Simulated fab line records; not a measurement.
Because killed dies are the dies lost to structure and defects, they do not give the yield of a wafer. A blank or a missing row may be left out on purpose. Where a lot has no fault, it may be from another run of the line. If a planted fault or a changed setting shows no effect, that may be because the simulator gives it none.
Which tool did it? ; flow n5_finfet ; Sampling: 11 lots, 33 wafers, 5 of 1938 route steps

== WHAT THE GAUGES SHOWED, per wafer ==
N5_BEOL_M11_THK_MEAS_53: measures by xrf. Usual: M11_THK typically reads 139 nm, with standard deviation 4.1.
lot;measured;on;M11_THK (nm);flag
L939;day 10 01:20;film_metro-02;135 132 138;
L941;day 10 12:13;film_metro-01;138 132 130;
L940;day 10 18:10;film_metro-02;138 139 144;
L942;day 11 00:59;film_metro-02;139 139 135;
L944;day 11 19:26;film_metro-01;142 138 138;
L953;day 13 16:46;film_metro-01;132 134 141;
L954;day 14 03:43;film_metro-02;141 142 141;
L959;day 16 04:55;film_metro-01;142 136 143;
L960;day 16 09:47;film_metro-01;141 139 146;
L961;day 16 10:07;film_metro-01;136 139 136;
L962;day 16 16:44;film_metro-02;143 139 147;

N5_BEOL_M12_CD_MEAS_10: the cd target is 140 nm. Usual: cd_nm at 141.3 nm, with a standard deviation of 2.6.
lot;measured;on;cd_nm (nm);flag
L939;day 10 02:08;cd_sem-02;144.1 142.1 139.8;
L941;day 10 12:51;cd_sem-01;139.1 138.9 141.5;
L940;day 10 18:54;cd_sem-03;143.1 144.0 145.9;
L942;day 11 01:40;cd_sem-01;142.0 141.8 144.0;
L944;day 11 20:04;cd_sem-01;139.1 143.9 140.2;
L953;day 13 17:31;cd_sem-01;127.8 125.3 125.9;OFF
L954;day 14 04:31;cd_sem-03;122.6 125.8 123.2;OFF
L959;day 16 05:40;cd_sem-02;138.4 142.0 138.7;
L960;day 16 10:31;cd_sem-01;136.3 140.4 140.2;
L961;day 16 10:52;cd_sem-02;145.1 137.5 139.0;
L962;day 16 17:30;cd_sem-02;139.5 138.0 143.1;

== WHICH TOOL RAN EACH LOT (tool, then ch and the chambers of the sampled wafers, then the start) ==
lot;N5_BEOL_M11_CURE_72;N5_BEOL_M11_ANNEAL_51;N5_BEOL_M12_PEB_08
L939;uv_cure-02 ch 0, day 9 23:35;rtp_anneal-02 ch 0, day 10 00:50;litho_track-02 ch 0, day 10 02:01
L941;uv_cure-02 ch 0, day 10 09:53;rtp_anneal-01 ch 0, day 10 11:37;litho_track-05 ch 0, day 10 12:44
L940;uv_cure-03 ch 0, day 10 15:40;rtp_anneal-01 ch 0, day 10 17:35;litho_track-01 ch 0, day 10 18:47
L942;uv_cure-01 ch 1, day 10 22:39;rtp_anneal-01 ch 0, day 11 00:13;litho_track-05 ch 0, day 11 01:33
L944;uv_cure-02 ch 0, day 11 16:26;rtp_anneal-01 ch 0, day 11 18:34;litho_track-05 ch 0, day 11 19:56
L953;uv_cure-03 ch 1, day 13 14:59;rtp_anneal-02 ch 0, day 13 16:09;litho_track-01 ch 0, day 13 17:23
L954;uv_cure-02 ch 2, day 14 01:17;rtp_anneal-02 ch 0, day 14 03:08;litho_track-01 ch 0, day 14 04:24
L959;uv_cure-02 ch 1, day 16 02:52;rtp_anneal-01 ch 0, day 16 04:19;litho_track-02 ch 0, day 16 05:33
L960;uv_cure-01 ch 1, day 16 06:34;rtp_anneal-01 ch 0, day 16 09:16;litho_track-05 ch 0, day 16 10:25
L961;uv_cure-03 ch 2, day 16 06:49;rtp_anneal-02 ch 0, day 16 09:34;litho_track-02 ch 0, day 16 10:44
L962;uv_cure-01 ch 2, day 16 14:20;rtp_anneal-02 ch 0, day 16 16:11;litho_track-01 ch 0, day 16 17:23
- N5_BEOL_M11_CURE_72: cures SiCOH lowk, time 120 s.
- N5_BEOL_M11_ANNEAL_51: time 90 s.
- N5_BEOL_M12_PEB_08: peb time 90 s.

== AS READ BY THE TOOLS THEMSELVES (means over the sampled wafers that have a number; for cases with no such wafer, the mark the record gives instead) ==
N5_BEOL_M11_CURE_72. Usual: lamp_power_pct 52.31 %, standard deviation 0.05; wafer_temp_C_max 371.6, standard deviation 0.57.
lot;tool;lamp_power_pct (%);wafer_temp_C_max;flag
L939;uv_cure-02;52.30;371.9;
L941;uv_cure-02;52.32;371.9;
L940;uv_cure-03;52.28;371.2;
L942;uv_cure-01;52.29;371.4;
L944;uv_cure-02;52.29;371.9;
L953;uv_cure-03;52.36;373.0;
L954;uv_cure-02;52.30;372.0;
L959;uv_cure-02;52.30;370.6;
L960;uv_cure-01;52.31;371.4;
L961;uv_cure-03;52.28;372.0;
L962;uv_cure-01;52.31;371.6;

N5_BEOL_M11_ANNEAL_51. Usual: wafer_temp_C_max at 226.04, with a standard deviation of 0.24.
lot;tool;wafer_temp_C_max;flag
L939;rtp_anneal-02;226.26;
L941;rtp_anneal-01;226.02;
L940;rtp_anneal-01;226.13;
L942;rtp_anneal-01;225.99;
L944;rtp_anneal-01;226.29;
L953;rtp_anneal-02;225.89;
L954;rtp_anneal-02;225.97;
L959;rtp_anneal-01;225.71;
L960;rtp_anneal-01;225.93;
L961;rtp_anneal-02;226.21;
L962;rtp_anneal-02;225.76;

N5_BEOL_M12_PEB_08. Usual: heater_power_total_W 172.5 W, standard deviation 0.77; plate_temp_C 130.00 C, standard deviation 0.14.
lot;tool;heater_power_total_W (W);plate_temp_C (C);flag
L939;litho_track-02;173.1;130.13;
L941;litho_track-05;172.8;129.92;
L940;litho_track-01;171.1;129.96;
L942;litho_track-05;172.2;129.97;
L944;litho_track-05;172.4;129.87;
L953;litho_track-01;165.2;125.39;OFF
L954;litho_track-01;165.4;125.59;OFF
L959;litho_track-02;172.1;130.07;
L960;litho_track-05;172.5;130.00;
L961;litho_track-02;172.1;130.05;
L962;litho_track-01;172.7;130.08;

== THE ANSWER, worked out from the rows above alone ==
Rule: a lot is off if the mean of its wafers that have a number lies more than 3 standard deviations from the usual mean. A lot without any number at a reading at which 4 lots or more have one is off too. Where the step has rows for the other lots, those lots are counted as sound. The gauges are gone through in route order, then the tools' own readings, and for those a lot's mean is taken as printed above. The first step at which some lot is off is used, and at that step the reading that is off furthest; a lot without a number counts as furthest.
Off: L953, L954, at N5_BEOL_M12_CD_MEAS_10 (cd_nm).
A tool fits if, at a process step before that reading, it ran every lot that is off, and no sound lot after the first of them. The gauges at N5_BEOL_M12_CD_MEAS_10 aren't tried: what is off there is off at N5_BEOL_M12_PEB_08 too, on other tools, and a gauge's error can't cause that. No candidate that was tried fits.

== WHAT THE SIMULATOR HAD PUT IN ==
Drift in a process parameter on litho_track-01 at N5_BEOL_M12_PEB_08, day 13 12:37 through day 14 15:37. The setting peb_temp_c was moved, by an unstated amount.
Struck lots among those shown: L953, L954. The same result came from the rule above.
